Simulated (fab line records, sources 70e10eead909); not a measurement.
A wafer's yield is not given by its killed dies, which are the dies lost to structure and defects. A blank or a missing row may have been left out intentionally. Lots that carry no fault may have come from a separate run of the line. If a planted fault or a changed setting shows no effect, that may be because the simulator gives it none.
Chamber matching	flow nand harc	NHARC_A_CONTACT_CMP_20 on cmp-02: 4 sister chambers
The step polishes, t overpolish 30 s, target thk 300 nm. 20 wafers are shown with their chamber, then 10 later ones without.

WAFERS PAIRED WITH THEIR CHAMBERS
wafer	chamber	motor current A (A)	time to endpoint s (s)	slurry flow ml min
L075.1	2	14.7	62	150.4
L075.2	3	11.6	55	150.1
L075.3	1	9.2	55	150.6
L076.2	2	14.8	65	150.6
L076.5	2	14.4	69	149.8
L076.6	3	11.0	62	150.5
L081.1	1	9.9	60	150.6
L081.2	2	15.2	63	149.6
L081.5	1	10.2	59	150.2
L080.1	3	12.0	59	149.3
L080.3	1	9.7	58	149.8
L080.6	0	10.7	66	149.8
L084.4	0	10.7	62	150.5
L084.5	2	14.5	59	150.0
L084.6	3	11.8	56	149.7
L085.1	0	11.0	59	149.8
L085.4	1	9.7	54	150.0
L085.6	2	14.1	61	150.7
L089.1	3	10.9	56	149.4
L089.3	0	10.0	61	149.9

SIGNATURES (means of the wafers above)
reading	chamber 0	chamber 1	chamber 2	chamber 3	scatter within a chamber
motor current A	10.600	9.740	14.617	11.460	0.413
time to endpoint s	62.00	57.20	63.17	57.60	3.03
slurry flow ml min	150.000	150.240	150.183	149.800	0.423
Rule: for a wafer and a chamber, the distance is found by dividing, reading by reading, the gap between the wafer's reading and the chamber's mean by the reading's scatter, squaring, summing and taking the root. The wafer belongs to the nearest chamber; if the next one is less than 2 further off, it can't be placed. How the scatter is found: for the shown wafers, subtract from each reading the mean of its chamber, square and add these, divide the total by (wafers less chambers), then take the root.

WAFERS WHOSE CHAMBER IS MISSING
wafer	motor current A (A)	time to endpoint s (s)	slurry flow ml min
L089.5	10.4	57	149.6
L092.1	10.2	53	149.8
L092.4	11.3	63	149.8
L092.5	10.2	62	150.4
L091.2	11.7	58	149.6
L091.4	10.2	62	149.9
L091.5	11.1	55	150.2
L094.1	10.7	59	149.5
L094.2	11.1	56	150.5
L094.4	9.6	54	149.7

CHAMBER TAKEN BY EACH
wafer	from the rows above	in truth
L089.5	can't be placed: 0 or 1 or 3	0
L092.1	can't be placed: 1 or 0 or 3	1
L092.4	can't be placed: 0 or 3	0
L092.5	can't be placed: 0 or 1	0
L091.2	3	3
L091.4	can't be placed: 0 or 1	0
L091.5	can't be placed: 3 or 0 or 1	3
L094.1	can't be placed: 0 or 3 or 1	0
L094.2	can't be placed: 3 or 0 or 1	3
L094.4	can't be placed: 1 or 0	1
Correctly placed: 1 of 10. Can't be placed from these rows: 9 (the true chamber is among the candidates in 9). Wrongly placed: 0.
